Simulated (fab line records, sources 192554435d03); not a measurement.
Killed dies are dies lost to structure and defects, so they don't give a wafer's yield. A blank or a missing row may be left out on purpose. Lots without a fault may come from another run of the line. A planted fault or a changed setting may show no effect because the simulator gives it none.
Split-lot experiment | flow n5_finfet | 7 lots, 39 wafers read, on a route of 1938 steps

THE SPLIT
At N5_BEOL_M11_TRENCH_ETCH_37 (etches SiCOH lowk in C4F6/O2, target depth 148.83 nm, time 48 s), the setting target_depth_a was moved away from the recipe's 1488.3 angstrom on 18 of the 39 wafers read, by -51.9% to +46.5%. The other wafers ran this setting at the recipe's value.

FROM THE SPLIT TO THE READING: what the file shows between them, 8 steps
- N5_BEOL_M11_ETCH_41: etches SiCN in CH3F/O2, target depth 42.6 nm, time 86 s
- N5_BEOL_M11_STRIP_77: strips in N2/H2, time 10 s
- N5_BEOL_M11_OCD_MEAS_38
- N5_BEOL_M11_HM_STRIP_39: strips TiN in peroxide tin strip, target depth 25 nm, time 158 s
- N5_BEOL_M11_SRD_40: time 30 s
- N5_BEOL_M11_ECD_50: material Cu, target thk 318 nm
- N5_BEOL_M11_ANNEAL_51: time 90 s
- N5_BEOL_M11_CMP_52: polishes, stops on SiCOH lowk, t overpolish 7 s, target thk 140 nm

THE READING
M11_THK, in nm, at N5_BEOL_M11_THK_MEAS_53 (measures by xrf). Fault-free wafers of this fab line usually give 138.1 nm, standard deviation 2.7 nm.

wafer  | tool, chamber at the split | target_depth_a as run, angstrom | against the recipe | M11_THK, nm | against lot-mates on the recipe
L077.1 | rie_diel-02, 2             | 1902                            | +27.8%             | 173.7       | +35.8
L077.2 | rie_diel-02, 1             | 1902                            | +27.8%             | 179.5       | +41.6
L077.3 | rie_diel-02, 0             | 1488.3                          | recipe             | 139.7       | -
L077.4 | rie_diel-02, 3             | 1488.3                          | recipe             | 138.5       | -
L077.5 | rie_diel-02, 2             | 1488.3                          | recipe             | 135.6       | -
L077.6 | rie_diel-02, 1             | 1902                            | +27.8%             | 177.4       | +39.5
L079.1 | rie_diel-02, 3             | 1488.3                          | recipe             | 139.2       | -
L079.2 | rie_diel-02, 1             | 2180                            | +46.5%             | 204.7       | +67.0
L079.3 | rie_diel-02, 0             | 2180                            | +46.5%             | 206.6       | +68.9
L079.4 | rie_diel-02, 0             | 2180                            | +46.5%             | 204.4       | +66.7
L079.5 | rie_diel-02, 3             | 1488.3                          | recipe             | 135.2       | -
L079.6 | rie_diel-02, 1             | 1488.3                          | recipe             | 138.7       | -
L078.1 | rie_diel-02, 0             | 1488.3                          | recipe             | 134.6       | -
L078.2 | rie_diel-02, 1             | 1488.3                          | recipe             | 137.7       | -
L078.3 | rie_diel-02, 3             | 1980                            | +33.0%             | 184.0       | +48.5
L078.4 | rie_diel-02, 3             | 1980                            | +33.0%             | 184.8       | +49.3
L078.5 | rie_diel-02, 1             | 1488.3                          | recipe             | 134.3       | -
L078.6 | rie_diel-02, 0             | 1980                            | +33.0%             | 184.1       | +48.6
L088.1 | rie_diel-03, 3             | 1488.3                          | recipe             | 136.9       | -
L088.2 | rie_diel-03, 0             | 715.9                           | -51.9%             | 60.5        | -74.5
L088.3 | rie_diel-03, 1             | 715.9                           | -51.9%             | 62.9        | -72.1
L088.4 | rie_diel-03, 2             | 715.9                           | -51.9%             | 61.7        | -73.3
L088.5 | rie_diel-03, 0             | 1488.3                          | recipe             | 134.0       | -
L088.6 | rie_diel-03, 1             | 1488.3                          | recipe             | 134.2       | -
L089.2 | rie_diel-02, 2             | 1488.3                          | recipe             | 132.6       | -
L089.3 | rie_diel-02, 1             | 1488.3                          | recipe             | 136.3       | -
L089.4 | rie_diel-02, 0             | 1488.3                          | recipe             | 137.0       | -
L090.1 | rie_diel-01, 0             | 1788                            | +20.1%             | 174.4       | +34.3
L090.2 | rie_diel-01, 1             | 1488.3                          | recipe             | 141.6       | -
L090.3 | rie_diel-01, 3             | 1788                            | +20.1%             | 167.6       | +27.5
L090.4 | rie_diel-01, 0             | 1788                            | +20.1%             | 173.2       | +33.1
L090.5 | rie_diel-01, 3             | 1488.3                          | recipe             | 139.3       | -
L090.6 | rie_diel-01, 1             | 1488.3                          | recipe             | 139.5       | -
L094.1 | rie_diel-03, 3             | 1488.3                          | recipe             | 140.0       | -
L094.2 | rie_diel-03, 0             | 1488.3                          | recipe             | 137.1       | -
L094.3 | rie_diel-03, 1             | 1488.3                          | recipe             | 138.4       | -
L094.4 | rie_diel-03, 2             | 1068                            | -28.2%             | 99.4        | -39.1
L094.5 | rie_diel-03, 0             | 1068                            | -28.2%             | 96.4        | -42.1
L094.6 | rie_diel-03, 1             | 1068                            | -28.2%             | 99.8        | -38.7

THE FIT
A straight line over all 39 wafers: M11_THK changes by +1.45 nm for each +1% of target_depth_a; r = +1.00; the points scatter about the line by 2.7 nm.
The same after taking each lot's own level away (the mean of its wafers on the recipe; 39 wafers): +1.44 nm for each +1%; r = +1.00; scatter 1.9 nm.
On that fit, the largest move of target_depth_a shifts the reading by 75 nm.
The lots' own levels span 135.03 to 140.13 nm, that is 1.9 times the standard deviation above.
So the lot-to-lot level changes the slope little: the two slopes agree.
Check: with one of the wafers moved furthest among these (-51.9%) left out of the fit, the line predicts -74.1 nm for it against its lot-mates. It came out at -74.5 nm against them.

THE WHOLE CHAIN: every reading that the file lists as answering this split, in the file's order
step                       | what it does                                                       | reading                                                                           | change (the file's fit)                                                                 | r (the file's)
N5_BEOL_M11_TRENCH_ETCH_37 | etches SiCOH lowk in C4F6/O2, target depth 148.83 nm, time 48 s    | BEOL_M11.feature_depth_nm (the simulator's own value, which no gauge read)        | +1.48 nm for each +1% of the setting                                                    | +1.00
N5_BEOL_M11_TRENCH_ETCH_37 | etches SiCOH lowk in C4F6/O2, target depth 148.83 nm, time 48 s    | etch.depth_nm (the simulator's own value, which no gauge read)                    | +1.48 nm for each +1% of the setting                                                    | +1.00
N5_BEOL_M11_TRENCH_ETCH_37 | etches SiCOH lowk in C4F6/O2, target depth 148.83 nm, time 48 s    | TiN_of_BEOL_M11_HM_DEP_02.thk_nm (the simulator's own value, which no gauge read) | -0.041 nm for each +1% of the setting                                                   | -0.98
N5_BEOL_M11_OCD_MEAS_38    |                                                                    | trench_depth_nm                                                                   | +1.48 nm for each +1% of the setting                                                    | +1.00
N5_BEOL_M11_CMP_52         | polishes, stops on SiCOH lowk, t overpolish 7 s, target thk 140 nm | Cu_of_BEOL_M11_ECD_50.thk_nm (the simulator's own value, which no gauge read)     | +1.46 nm for each +1% of the setting                                                    | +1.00
N5_BEOL_M11_THK_MEAS_53    | measures by xrf                                                    | M11_THK                                                                           | +1.44 for each +1% of the setting                                                       | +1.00
N5_BEOL_M11_RS_MEAS_57     | measures by four-point-probe                                       | M11_RS                                                                            | not straight: 0.3851 at the lowest setting, 0.1525 at the recipe, 0.0987 at the highest | not given

THE FILE'S OWN FIT
M11_THK changes by +1.44 nm for each +1% of target_depth_a, r = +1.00.
